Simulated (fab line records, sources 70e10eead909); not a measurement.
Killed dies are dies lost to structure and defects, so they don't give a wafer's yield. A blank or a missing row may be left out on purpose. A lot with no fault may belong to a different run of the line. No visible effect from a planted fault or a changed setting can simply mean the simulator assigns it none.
Which tool was responsible? :: flow nand-harc :: 15 lots with 44 wafers sampled at 5 steps, on a route of 1302 steps

## WHAT THE GAUGES READ, wafer by wafer
NHARC_P_BONDPAD_OVL_MEAS_38.
lot: L122
measured: day 6 20:01
on: overlay-02
overlay-x-nm (nm): 4 4 4
overlay-y-nm (nm): 8 8 8

lot: L121
measured: day 6 21:10
on: overlay-02
overlay-x-nm (nm): 9 9 9
overlay-y-nm (nm): 4 4 4

lot: L123
measured: day 7 08:12
on: overlay-02
overlay-x-nm (nm): 2 1 1
overlay-y-nm (nm): -7 -7 -8

lot: L124
measured: day 7 23:31
on: overlay-02
overlay-x-nm (nm): 4 3 3
overlay-y-nm (nm): -6 -6 -7

lot: L125
measured: day 8 10:09
on: overlay-01
overlay-x-nm (nm): 4 3 4
overlay-y-nm (nm): -6 -6 -5

lot: L126
measured: day 8 15:19
on: overlay-01
overlay-x-nm (nm): 6 6 6
overlay-y-nm (nm): -3 -2 -2

lot: L131
measured: day 10 22:41
on: overlay-01
overlay-x-nm (nm): 7 7 7
overlay-y-nm (nm): 5 6 5

lot: L132
measured: day 11 05:28
on: overlay-02
overlay-x-nm (nm): -4 -4 -4
overlay-y-nm (nm): 8 8 8

lot: L133
measured: day 11 13:15
on: overlay-01
overlay-x-nm (nm): 1 1 1
overlay-y-nm (nm): -8 -7 -7

lot: L134
measured: day 12 02:13
on: overlay-02
overlay-x-nm (nm): -10 -10 -10
overlay-y-nm (nm): 0 1 1

lot: L135
measured: day 12 15:17
on: overlay-02
overlay-x-nm (nm): 8 8 8
overlay-y-nm (nm): 1 0 0

lot: L136
measured: day 12 17:41
on: overlay-01
overlay-x-nm (nm): 5 5 5
overlay-y-nm (nm): -3 -3 -3

lot: L137
measured: day 13 02:46
on: overlay-02
overlay-x-nm (nm): 2 2 2
overlay-y-nm (nm): 9 9 9

lot: L140
measured: day 14 15:26
on: overlay-01
overlay-x-nm (nm): 0 0
overlay-y-nm (nm): 3 2

lot: L144
measured: day 16 04:35
on: overlay-01
overlay-x-nm (nm): 6 5 5
overlay-y-nm (nm): 2 2 2

NHARC_P_BONDPAD_THK_MEAS_20: measures by xrf.
lot: L122
measured: day 6 22:32
on: film-metro-01
thk-nm (nm): 160.1 158.9 156.8

lot: L121
measured: day 6 23:43
on: film-metro-01
thk-nm (nm): 161.2 157.8 162.1

lot: L123
measured: day 7 10:42
on: film-metro-01
thk-nm (nm): 158.5 158.8 160.1

lot: L124
measured: day 8 02:00
on: film-metro-02
thk-nm (nm): 160.1 159.2 158.1

lot: L125
measured: day 8 12:46
on: film-metro-01
thk-nm (nm): 160.1 159.6 163.2

lot: L126
measured: day 8 17:52
on: film-metro-02
thk-nm (nm): 160.8 160.3 159.1

lot: L131
measured: day 11 01:13
on: film-metro-01
thk-nm (nm): 161.3 162.2 164.4

lot: L132
measured: day 11 07:56
on: film-metro-01
thk-nm (nm): 159.5 160.5 160.3

lot: L133
measured: day 11 15:43
on: film-metro-01
thk-nm (nm): 161.7 160.4 160.6

lot: L134
measured: day 12 04:40
on: film-metro-01
thk-nm (nm): 161.0 160.4 160.7

lot: L135
measured: day 12 17:47
on: film-metro-01
thk-nm (nm): 159.8 158.0 160.1

lot: L136
measured: day 12 20:17
on: film-metro-02
thk-nm (nm): 162.3 111.9 163.8

lot: L137
measured: day 13 05:14
on: film-metro-01
thk-nm (nm): 156.9 109.8 157.5

lot: L140
measured: day 14 17:54
on: film-metro-02
thk-nm (nm): 158.1 115.3

lot: L144
measured: day 16 07:07
on: film-metro-01
thk-nm (nm): 164.5 162.1 164.4

## TOOL THAT RAN EACH LOT (tool first, then ch and the chambers of the sampled wafers, then the start)
lot: L122
NHARC_P_BONDPAD_ETCH_24: rie-diel-02 ch 0,2,3, day 6 20:43
NHARC_P_BONDPAD_PVD_27: pvd-sputter-03, day 6 21:29 or earlier
NHARC_P_BONDPAD_ECD_18: ecd-cu-02 ch 0,1, day 6 21:29

lot: L121
NHARC_P_BONDPAD_ETCH_24: rie-diel-02 ch 0,3, day 6 21:55
NHARC_P_BONDPAD_PVD_27: pvd-sputter-02, day 6 22:41 or earlier
NHARC_P_BONDPAD_ECD_18: ecd-cu-01 ch 0,1, day 6 22:41

lot: L123
NHARC_P_BONDPAD_ETCH_24: rie-diel-02 ch 0,1, day 7 09:39 or earlier
NHARC_P_BONDPAD_PVD_27: pvd-sputter-03, day 7 09:39 or earlier
NHARC_P_BONDPAD_ECD_18: ecd-cu-01 ch 0,1, day 7 09:39

lot: L124
NHARC_P_BONDPAD_ETCH_24: rie-diel-02 ch 0,1,3, day 8 00:58 or earlier
NHARC_P_BONDPAD_PVD_27: pvd-sputter-02, day 8 00:58 or earlier
NHARC_P_BONDPAD_ECD_18: ecd-cu-01 ch 0,1, day 8 00:58

lot: L125
NHARC_P_BONDPAD_ETCH_24: rie-diel-11 ch 1,2,3, day 8 11:46 or earlier
NHARC_P_BONDPAD_PVD_27: pvd-sputter-01, day 8 11:46 or earlier
NHARC_P_BONDPAD_ECD_18: ecd-cu-01 ch 0,1, day 8 11:46

lot: L126
NHARC_P_BONDPAD_ETCH_24: rie-diel-11 ch 0,2, day 8 16:52 or earlier
NHARC_P_BONDPAD_PVD_27: pvd-sputter-01, day 8 16:52 or earlier
NHARC_P_BONDPAD_ECD_18: ecd-cu-02 ch 1, day 8 16:52

lot: L131
NHARC_P_BONDPAD_ETCH_24: rie-diel-02 ch 1,2,3, day 11 00:16 or earlier
NHARC_P_BONDPAD_PVD_27: pvd-sputter-01, day 11 00:16 or earlier
NHARC_P_BONDPAD_ECD_18: ecd-cu-02 ch 0,1, day 11 00:16

lot: L132
NHARC_P_BONDPAD_ETCH_24: rie-diel-11 ch 0,3, day 11 06:54 or earlier
NHARC_P_BONDPAD_PVD_27: pvd-sputter-02, day 11 06:54 or earlier
NHARC_P_BONDPAD_ECD_18: ecd-cu-01 ch 0, day 11 06:54

lot: L133
NHARC_P_BONDPAD_ETCH_24: rie-diel-02 ch 0,1,2, day 11 14:43 or earlier
NHARC_P_BONDPAD_PVD_27: pvd-sputter-01, day 11 14:43 or earlier
NHARC_P_BONDPAD_ECD_18: ecd-cu-02 ch 0, day 11 14:43

lot: L134
NHARC_P_BONDPAD_ETCH_24: rie-diel-04 ch 0,2,3, day 12 03:38 or earlier
NHARC_P_BONDPAD_PVD_27: pvd-sputter-03, day 12 03:38 or earlier
NHARC_P_BONDPAD_ECD_18: ecd-cu-01 ch 0,1, day 12 03:38

lot: L135
NHARC_P_BONDPAD_ETCH_24: rie-diel-02 ch 0,3, day 12 16:50 or earlier
NHARC_P_BONDPAD_PVD_27: pvd-sputter-02, day 12 16:50 or earlier
NHARC_P_BONDPAD_ECD_18: ecd-cu-02 ch 0,1, day 12 16:50

lot: L136
NHARC_P_BONDPAD_ETCH_24: rie-diel-02 ch 0,1, day 12 19:09 or earlier
NHARC_P_BONDPAD_PVD_27: pvd-sputter-03, day 12 19:09 or earlier
NHARC_P_BONDPAD_ECD_18: ecd-cu-02 ch 0,1, day 12 19:09

lot: L137
NHARC_P_BONDPAD_ETCH_24: rie-diel-02 ch 0,3, day 13 04:11 or earlier
NHARC_P_BONDPAD_PVD_27: pvd-sputter-03, day 13 04:11 or earlier
NHARC_P_BONDPAD_ECD_18: ecd-cu-02 ch 0,1, day 13 04:11

lot: L140
NHARC_P_BONDPAD_ETCH_24: rie-diel-11 ch 2,3, day 14 16:51 or earlier
NHARC_P_BONDPAD_PVD_27: pvd-sputter-02, day 14 16:51 or earlier
NHARC_P_BONDPAD_ECD_18: ecd-cu-02 ch 0,1, day 14 16:51

lot: L144
NHARC_P_BONDPAD_ETCH_24: rie-diel-11 ch 0,1,3, day 16 06:10 or earlier
NHARC_P_BONDPAD_PVD_27: pvd-sputter-01, day 16 06:10 or earlier
NHARC_P_BONDPAD_ECD_18: ecd-cu-01 ch 0,1, day 16 06:10
- NHARC_P_BONDPAD_ETCH_24: etches the open film in CF4/N2, target depth 30 nm, time 72.99 s.
- NHARC_P_BONDPAD_PVD_27: deposits Cu, target thk 30 nm, time 20.49 s.
- NHARC_P_BONDPAD_ECD_18: material Cu, target thk 400 nm.

## AS READ BY THE TOOLS THEMSELVES (means over the sampled wafers that have a number; for cases with no such wafer, the mark the record gives instead)
NHARC_P_BONDPAD_ETCH_24.
lot: L122
tool: rie-diel-02
drypump-motor-current-A (A): 5.5
oes-product-au (a.u.): 0.989
rf-vpp-V (V): 313.7
showerhead-plenum-p-Torr (Torr): 2.62
throttle-valve-pct (%): 19.795

lot: L121
tool: rie-diel-02
drypump-motor-current-A (A): 5.7
oes-product-au (a.u.): 0.985
rf-vpp-V (V): 313.4
showerhead-plenum-p-Torr (Torr): 2.61
throttle-valve-pct (%): 19.795

lot: L123
tool: rie-diel-02
drypump-motor-current-A (A): 5.9
oes-product-au (a.u.): 0.996
rf-vpp-V (V): 313.4
showerhead-plenum-p-Torr (Torr): 2.57
throttle-valve-pct (%): 19.791

lot: L124
tool: rie-diel-02
drypump-motor-current-A (A): 5.9
oes-product-au (a.u.): 0.993
rf-vpp-V (V): 315.0
showerhead-plenum-p-Torr (Torr): 2.65
throttle-valve-pct (%): 19.796

lot: L125
tool: rie-diel-11
drypump-motor-current-A (A): 5.8
oes-product-au (a.u.): 1.000
rf-vpp-V (V): 314.0
showerhead-plenum-p-Torr (Torr): 2.61
throttle-valve-pct (%): 19.802

lot: L126
tool: rie-diel-11
drypump-motor-current-A (A): 5.6
oes-product-au (a.u.): 1.005
rf-vpp-V (V): 313.8
showerhead-plenum-p-Torr (Torr): 2.62
throttle-valve-pct (%): 19.787

lot: L131
tool: rie-diel-02
drypump-motor-current-A (A): 5.7
oes-product-au (a.u.): 0.993
rf-vpp-V (V): 316.0
showerhead-plenum-p-Torr (Torr): 2.73
throttle-valve-pct (%): 19.792

lot: L132
tool: rie-diel-11
drypump-motor-current-A (A): 5.1
oes-product-au (a.u.): 1.000
rf-vpp-V (V): 311.6
showerhead-plenum-p-Torr (Torr): 2.50
throttle-valve-pct (%): 19.797

lot: L133
tool: rie-diel-02
drypump-motor-current-A (A): 5.7
oes-product-au (a.u.): 1.006
rf-vpp-V (V): 315.2
showerhead-plenum-p-Torr (Torr): 2.66
throttle-valve-pct (%): 19.794

lot: L134
tool: rie-diel-04
drypump-motor-current-A (A): 6.0
oes-product-au (a.u.): 1.007
rf-vpp-V (V): 314.6
showerhead-plenum-p-Torr (Torr): 2.61
throttle-valve-pct (%): 19.795

lot: L135
tool: rie-diel-02
drypump-motor-current-A (A): 5.7
oes-product-au (a.u.): 0.997
rf-vpp-V (V): 313.2
showerhead-plenum-p-Torr (Torr): 2.54
throttle-valve-pct (%): 19.800

lot: L136
tool: rie-diel-02
drypump-motor-current-A (A): 5.9
oes-product-au (a.u.): 0.996
rf-vpp-V (V): 312.9
showerhead-plenum-p-Torr (Torr): 2.57
throttle-valve-pct (%): 19.798

lot: L137
tool: rie-diel-02
drypump-motor-current-A (A): 5.7
oes-product-au (a.u.): 0.994
rf-vpp-V (V): 313.1
showerhead-plenum-p-Torr (Torr): 2.54
throttle-valve-pct (%): 19.790

lot: L140
tool: rie-diel-11
drypump-motor-current-A (A): 5.8
oes-product-au (a.u.): 0.990
rf-vpp-V (V): 314.4
showerhead-plenum-p-Torr (Torr): 2.62
throttle-valve-pct (%): 19.782

lot: L144
tool: rie-diel-11
drypump-motor-current-A (A): 5.3
oes-product-au (a.u.): 0.999
rf-vpp-V (V): 312.7
showerhead-plenum-p-Torr (Torr): 2.53
throttle-valve-pct (%): 19.796

NHARC_P_BONDPAD_PVD_27.
lot: L122
tool: pvd-sputter-03
throttle-valve-pct (%): 29.7

lot: L121
tool: pvd-sputter-02
throttle-valve-pct (%): 29.2

lot: L123
tool: pvd-sputter-03
throttle-valve-pct (%): 28.9

lot: L124
tool: pvd-sputter-02
throttle-valve-pct (%): 28.4

lot: L125
tool: pvd-sputter-01
throttle-valve-pct (%): 29.8

lot: L126
tool: pvd-sputter-01
throttle-valve-pct (%): 29.5

lot: L131
tool: pvd-sputter-01
throttle-valve-pct (%): 29.5

lot: L132
tool: pvd-sputter-02
throttle-valve-pct (%): 28.3

lot: L133
tool: pvd-sputter-01
throttle-valve-pct (%): 29.5

lot: L134
tool: pvd-sputter-03
throttle-valve-pct (%): 29.7

lot: L135
tool: pvd-sputter-02
throttle-valve-pct (%): 29.2

lot: L136
tool: pvd-sputter-03
throttle-valve-pct (%): 29.6

lot: L137
tool: pvd-sputter-03
throttle-valve-pct (%): 30.8

lot: L140
tool: pvd-sputter-02
throttle-valve-pct (%): 29.2

lot: L144
tool: pvd-sputter-01
throttle-valve-pct (%): 29.8

## THE ANSWER, worked out from the rows above alone
Rule: what is usual is taken from the lots themselves. Put in order of their means at a reading, lots are off if they are a third of the lots or fewer, leave a main group of 4 or more, and stand apart from it by a gap of 3 or more times the standard deviation of the main group's means; of several such gaps the widest counts. A main group whose means are all the same, to the digits that the tables above print for the reading, isn't used. Also off: a lot with no number at a reading for which 4 or more lots have one. Any other lot the step has rows for is counted as sound. After the gauges, taken in route order, come the tools' own readings; for these a lot's mean is taken, as printed above. At the first step where some lot is off, the reading lying furthest off is the one used; lots without a number count as furthest.
Off: L136, L137, L140 (NHARC_P_BONDPAD_THK_MEAS_20, thk-nm). For the main group the mean is 160.5 nm and the standard deviation 1.4.
A tool fits if, at a process step before that reading, it ran every lot that is off, and no sound lot after the first of them. Gauges at NHARC_P_BONDPAD_THK_MEAS_20: tried the same way as those tools. Because NHARC_P_BONDPAD_ETCH_24 lacks a start for some lots, the hours and order of its lots are taken from NHARC_P_BONDPAD_ECD_18. Because NHARC_P_BONDPAD_PVD_27 lacks a start for some lots, the hours and order of its lots are taken from NHARC_P_BONDPAD_ECD_18. One fits: ecd-cu-02 at NHARC_P_BONDPAD_ECD_18. A fault onset in the window from L135 (day 12 16:50, its last sound lot) to L136 (day 12 19:09, its first lot off) fits.

## WHAT HAD BEEN PUT IN BY THE SIMULATOR
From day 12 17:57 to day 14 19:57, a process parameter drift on ecd-cu-02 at NHARC_P_BONDPAD_ECD_18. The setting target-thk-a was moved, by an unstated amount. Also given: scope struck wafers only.
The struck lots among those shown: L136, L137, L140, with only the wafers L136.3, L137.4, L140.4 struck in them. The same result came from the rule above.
